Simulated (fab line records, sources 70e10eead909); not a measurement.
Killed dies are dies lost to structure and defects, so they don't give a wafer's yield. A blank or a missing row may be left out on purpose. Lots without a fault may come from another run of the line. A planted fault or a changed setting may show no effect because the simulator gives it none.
Chamber matching | flow nand_harc | NHARC_P_CONTACT_ALD_22 on ald_metal-01: 4 sister chambers
The step deposits TiN, target thk 3 nm, pulse time 1 s, ald cycles 150. 7 wafers are shown with their chamber, then 6 later ones without.

WAFERS WITH THEIR CHAMBER
wafer  | chamber | heater_power_outer_w (W) | heater_power_w (W)
L332.3 | 1       | 624                      | 978
L334.5 | 3       | 772                      | 1106
L338.1 | 0       | 771                      | 1197
L338.3 | 2       | 715                      | 1242
L338.4 | 3       | 779                      | 1139
L340.1 | 2       | 719                      | 1215
L340.4 | 0       | 777                      | 1247

WAFERS WITHOUT THEIR CHAMBER
wafer  | heater_power_outer_w (W) | heater_power_w (W)
L340.6 | 714                      | 1251
L342.1 | 626                      | 1031
L342.4 | 748                      | 1211
L343.1 | 767                      | 1239
L343.3 | 731                      | 1199
L343.4 | 615                      | 998

WHICH CHAMBER EACH WENT THROUGH
wafer  | from the rows above          | in truth
L340.6 | 2                            | 2
L342.1 | 1                            | 1
L342.4 | can't be placed: 0 or 3 or 2 | 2
L343.1 | 0                            | 0
L343.3 | 2                            | 2
L343.4 | 1                            | 1
Placed correctly: 5 of 6. Can't be placed from these rows: 1 (the true chamber is among the candidates in 1). Placed wrongly: 0.
How it was worked out, from the rows above alone: a wafer's distance from a chamber is the root of the sum, over the readings, of the square of ((its reading less the chamber's mean) divided by the reading's scatter). The wafer belongs to the nearest chamber; if the next one is less than 2 further off, it can't be placed. A chamber's mean is the mean of its shown wafers. The scatter: the root of (the sum of the squares of (reading less its chamber's mean) over the shown wafers, divided by (wafers less chambers)).
